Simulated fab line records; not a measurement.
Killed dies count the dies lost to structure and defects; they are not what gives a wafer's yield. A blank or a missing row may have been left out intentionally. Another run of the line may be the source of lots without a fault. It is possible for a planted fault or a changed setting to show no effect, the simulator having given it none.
Which tool is to blame? / flow n5Finfet / 72 wafers from 24 lots sampled at 3 of the route's 1938 steps

== WHAT THE GAUGES READ, wafer by wafer ==
N5_BEOL_M11_INSPECT_13: inspects for defects (brightfield).
lot=L074; measured=day 10 07:48; on=defectInspect-01; rawDefectCount=413 440 380
lot=L075; measured=day 10 16:51; on=defectInspect-01; rawDefectCount=523 453 495
lot=L076; measured=day 11 01:12; on=defectInspect-02; rawDefectCount=358 347 451
lot=L077; measured=day 11 13:04; on=defectInspect-01; rawDefectCount=580 572 519
lot=L079; measured=day 11 21:52; on=defectInspect-01; rawDefectCount=284 276 394
lot=L080; measured=day 11 23:17; on=defectInspect-02; rawDefectCount=547 834 744
lot=L078; measured=day 12 01:40; on=defectInspect-02; rawDefectCount=399 390 405
lot=L081; measured=day 12 04:34; on=defectInspect-02; rawDefectCount=517 550 441
lot=L082; measured=day 12 15:04; on=defectInspect-02; rawDefectCount=317 268 256
lot=L085; measured=day 13 01:39; on=defectInspect-02; rawDefectCount=459 430 314
lot=L083; measured=day 13 05:46; on=defectInspect-02; rawDefectCount=444 519 496
lot=L084; measured=day 13 10:01; on=defectInspect-02; rawDefectCount=409 530 406
lot=L087; measured=day 13 15:22; on=defectInspect-02; rawDefectCount=408 639 339
lot=L086; measured=day 13 19:54; on=defectInspect-02; rawDefectCount=409 584 527
lot=L090; measured=day 14 09:39; on=defectInspect-02; rawDefectCount=513 661 659
lot=L088; measured=day 14 14:59; on=defectInspect-01; rawDefectCount=408 342 511
lot=L091; measured=day 14 15:56; on=defectInspect-01; rawDefectCount=331 465 279
lot=L089; measured=day 15 00:28; on=defectInspect-01; rawDefectCount=374 450 340
lot=L092; measured=day 15 05:17; on=defectInspect-01; rawDefectCount=460 355 495
lot=L093; measured=day 15 08:49; on=defectInspect-01; rawDefectCount=333 456 398
lot=L094; measured=day 15 17:04; on=defectInspect-01; rawDefectCount=526 264 414
lot=L095; measured=day 16 03:41; on=defectInspect-01; rawDefectCount=488 365 491
lot=L096; measured=day 16 04:21; on=defectInspect-02; rawDefectCount=457 449 394
lot=L097; measured=day 16 15:16; on=defectInspect-02; rawDefectCount=815 541 596

== EACH LOT AND THE TOOL THAT RAN IT (in order: tool; ch and the chambers of the sampled wafers; start) ==
lot=L074; N5_BEOL_M11_CURE_71=uvCure-01 ch 2, day 10 05:57; N5_BEOL_M11_HM_DEP_02=pvdSputter-02, day 10 07:22
lot=L075; N5_BEOL_M11_CURE_71=uvCure-02 ch 1, day 10 12:18; N5_BEOL_M11_HM_DEP_02=pvdSputter-02, day 10 16:26
lot=L076; N5_BEOL_M11_CURE_71=uvCure-01 ch 0, day 10 23:37; N5_BEOL_M11_HM_DEP_02=pvdSputter-02, day 11 00:39
lot=L077; N5_BEOL_M11_CURE_71=uvCure-01 ch 1, day 11 10:03; N5_BEOL_M11_HM_DEP_02=pvdSputter-01, day 11 12:31
lot=L079; N5_BEOL_M11_CURE_71=uvCure-02 ch 0, day 11 18:50; N5_BEOL_M11_HM_DEP_02=pvdSputter-02, day 11 21:19
lot=L080; N5_BEOL_M11_CURE_71=uvCure-01 ch 2, day 11 22:14; N5_BEOL_M11_HM_DEP_02=pvdSputter-01, day 11 22:51
lot=L078; N5_BEOL_M11_CURE_71=uvCure-03 ch 1, day 12 00:17; N5_BEOL_M11_HM_DEP_02=pvdSputter-02, day 12 01:07
lot=L081; N5_BEOL_M11_CURE_71=uvCure-01 ch 1, day 12 02:58; N5_BEOL_M11_HM_DEP_02=pvdSputter-02, day 12 04:01
lot=L082; N5_BEOL_M11_CURE_71=uvCure-01 ch 1, day 12 13:19; N5_BEOL_M11_HM_DEP_02=pvdSputter-01, day 12 14:38
lot=L085; N5_BEOL_M11_CURE_71=uvCure-02 ch 1, day 12 22:40; N5_BEOL_M11_HM_DEP_02=pvdSputter-01, day 13 01:06
lot=L083; N5_BEOL_M11_CURE_71=uvCure-01 ch 1, day 13 04:01; N5_BEOL_M11_HM_DEP_02=pvdSputter-01, day 13 05:13
lot=L084; N5_BEOL_M11_CURE_71=uvCure-02 ch 0, day 13 07:13; N5_BEOL_M11_HM_DEP_02=pvdSputter-02, day 13 09:28
lot=L087; N5_BEOL_M11_CURE_71=uvCure-01 ch 1, day 13 12:13; N5_BEOL_M11_HM_DEP_02=pvdSputter-03, day 13 14:56
lot=L086; N5_BEOL_M11_CURE_71=uvCure-03 ch 2, day 13 18:38; N5_BEOL_M11_HM_DEP_02=pvdSputter-02, day 13 19:13
lot=L090; N5_BEOL_M11_CURE_71=uvCure-01 ch 2, day 14 08:05; N5_BEOL_M11_HM_DEP_02=pvdSputter-01, day 14 09:06
lot=L088; N5_BEOL_M11_CURE_71=uvCure-02 ch 0, day 14 12:11; N5_BEOL_M11_HM_DEP_02=pvdSputter-03, day 14 14:26
lot=L091; N5_BEOL_M11_CURE_71=uvCure-02 ch 0, day 14 13:21; N5_BEOL_M11_HM_DEP_02=pvdSputter-03, day 14 15:22
lot=L089; N5_BEOL_M11_CURE_71=uvCure-03 ch 2, day 14 21:28; N5_BEOL_M11_HM_DEP_02=pvdSputter-01, day 14 23:55
lot=L092; N5_BEOL_M11_CURE_71=uvCure-01 ch 1, day 15 02:56; N5_BEOL_M11_HM_DEP_02=pvdSputter-02, day 15 04:44
lot=L093; N5_BEOL_M11_CURE_71=uvCure-02 ch 1, day 15 06:39; N5_BEOL_M11_HM_DEP_02=pvdSputter-01, day 15 08:16
lot=L094; N5_BEOL_M11_CURE_71=uvCure-02 ch 0, day 15 13:47; N5_BEOL_M11_HM_DEP_02=pvdSputter-02, day 15 16:39
lot=L095; N5_BEOL_M11_CURE_71=uvCure-01 ch 1, day 15 22:53; N5_BEOL_M11_HM_DEP_02=pvdSputter-02, day 16 03:08
lot=L096; N5_BEOL_M11_CURE_71=uvCure-03 ch 0, day 16 02:21; N5_BEOL_M11_HM_DEP_02=pvdSputter-01, day 16 03:48
lot=L097; N5_BEOL_M11_CURE_71=uvCure-03 ch 2, day 16 13:32; N5_BEOL_M11_HM_DEP_02=pvdSputter-02, day 16 14:43
- N5_BEOL_M11_CURE_71: cures SiCOH lowk, time 240 s.
- N5_BEOL_M11_HM_DEP_02: deposits TiN, target thk 20 nm.

== AS READ BY THE TOOLS THEMSELVES (means over the sampled wafers that have a number; for cases with no such wafer, the mark the record gives instead) ==
N5_BEOL_M11_CURE_71.
lot=L074; tool=uvCure-01; lampPowerPct (%)=52.34; wafer_temp_C_max=386.3
lot=L075; tool=uvCure-02; lampPowerPct (%)=52.28; wafer_temp_C_max=386.1
lot=L076; tool=uvCure-01; lampPowerPct (%)=52.33; wafer_temp_C_max=386.9
lot=L077; tool=uvCure-01; lampPowerPct (%)=52.36; wafer_temp_C_max=386.6
lot=L079; tool=uvCure-02; lampPowerPct (%)=52.33; wafer_temp_C_max=387.4
lot=L080; tool=uvCure-01; lampPowerPct (%)=52.27; wafer_temp_C_max=386.7
lot=L078; tool=uvCure-03; lampPowerPct (%)=52.39; wafer_temp_C_max=387.3
lot=L081; tool=uvCure-01; lampPowerPct (%)=52.29; wafer_temp_C_max=386.6
lot=L082; tool=uvCure-01; lampPowerPct (%)=52.34; wafer_temp_C_max=387.0
lot=L085; tool=uvCure-02; lampPowerPct (%)=52.29; wafer_temp_C_max=386.5
lot=L083; tool=uvCure-01; lampPowerPct (%)=52.30; wafer_temp_C_max=386.7
lot=L084; tool=uvCure-02; lampPowerPct (%)=52.26; wafer_temp_C_max=387.0
lot=L087; tool=uvCure-01; lampPowerPct (%)=52.34; wafer_temp_C_max=386.9
lot=L086; tool=uvCure-03; lampPowerPct (%)=52.33; wafer_temp_C_max=387.1
lot=L090; tool=uvCure-01; lampPowerPct (%)=52.34; wafer_temp_C_max=386.3
lot=L088; tool=uvCure-02; lampPowerPct (%)=52.31; wafer_temp_C_max=387.1
lot=L091; tool=uvCure-02; lampPowerPct (%)=52.29; wafer_temp_C_max=387.1
lot=L089; tool=uvCure-03; lampPowerPct (%)=52.29; wafer_temp_C_max=387.2
lot=L092; tool=uvCure-01; lampPowerPct (%)=52.27; wafer_temp_C_max=387.0
lot=L093; tool=uvCure-02; lampPowerPct (%)=52.29; wafer_temp_C_max=386.4
lot=L094; tool=uvCure-02; lampPowerPct (%)=52.33; wafer_temp_C_max=386.9
lot=L095; tool=uvCure-01; lampPowerPct (%)=52.32; wafer_temp_C_max=386.6
lot=L096; tool=uvCure-03; lampPowerPct (%)=52.23; wafer_temp_C_max=387.0
lot=L097; tool=uvCure-03; lampPowerPct (%)=52.36; wafer_temp_C_max=388.0

N5_BEOL_M11_HM_DEP_02.
lot=L074; tool=pvdSputter-02; throttleValvePct (%)=30.6
lot=L075; tool=pvdSputter-02; throttleValvePct (%)=30.7
lot=L076; tool=pvdSputter-02; throttleValvePct (%)=31.0
lot=L077; tool=pvdSputter-01; throttleValvePct (%)=30.5
lot=L079; tool=pvdSputter-02; throttleValvePct (%)=30.9
lot=L080; tool=pvdSputter-01; throttleValvePct (%)=30.4
lot=L078; tool=pvdSputter-02; throttleValvePct (%)=30.7
lot=L081; tool=pvdSputter-02; throttleValvePct (%)=30.9
lot=L082; tool=pvdSputter-01; throttleValvePct (%)=30.1
lot=L085; tool=pvdSputter-01; throttleValvePct (%)=30.1
lot=L083; tool=pvdSputter-01; throttleValvePct (%)=30.0
lot=L084; tool=pvdSputter-02; throttleValvePct (%)=30.8
lot=L087; tool=pvdSputter-03; throttleValvePct (%)=30.3
lot=L086; tool=pvdSputter-02; throttleValvePct (%)=30.6
lot=L090; tool=pvdSputter-01; throttleValvePct (%)=30.3
lot=L088; tool=pvdSputter-03; throttleValvePct (%)=30.0
lot=L091; tool=pvdSputter-03; throttleValvePct (%)=30.0
lot=L089; tool=pvdSputter-01; throttleValvePct (%)=29.8
lot=L092; tool=pvdSputter-02; throttleValvePct (%)=30.9
lot=L093; tool=pvdSputter-01; throttleValvePct (%)=30.3
lot=L094; tool=pvdSputter-02; throttleValvePct (%)=30.8
lot=L095; tool=pvdSputter-02; throttleValvePct (%)=30.6
lot=L096; tool=pvdSputter-01; throttleValvePct (%)=30.2
lot=L097; tool=pvdSputter-02; throttleValvePct (%)=30.7

== THE ANSWER, worked out from the rows above alone ==
Rule: the usual values come from the lots themselves. The widest of any qualifying gaps counts: lots, ordered by their means at a reading, are off when they make up no more than a third of the lots, leave a main group of 4 or more, and stand apart from it by 3 or more times the standard deviation of that group's means. The tables above print the reading to a certain number of digits; a main group whose means all agree to those digits is not used. A lot without any number at a reading at which 4 lots or more have one is off too. Where the step has rows for the other lots, those lots are counted as sound. After the gauges, taken in route order, come the tools' own readings; for these a lot's mean is taken, as printed above. The first step at which some lot is off is used, and at that step the reading that is off furthest; a lot without a number counts as furthest.
Across all readings shown, no lot is off: no conclusion can be drawn from this.

== WHAT HAD BEEN PUT IN BY THE SIMULATOR ==
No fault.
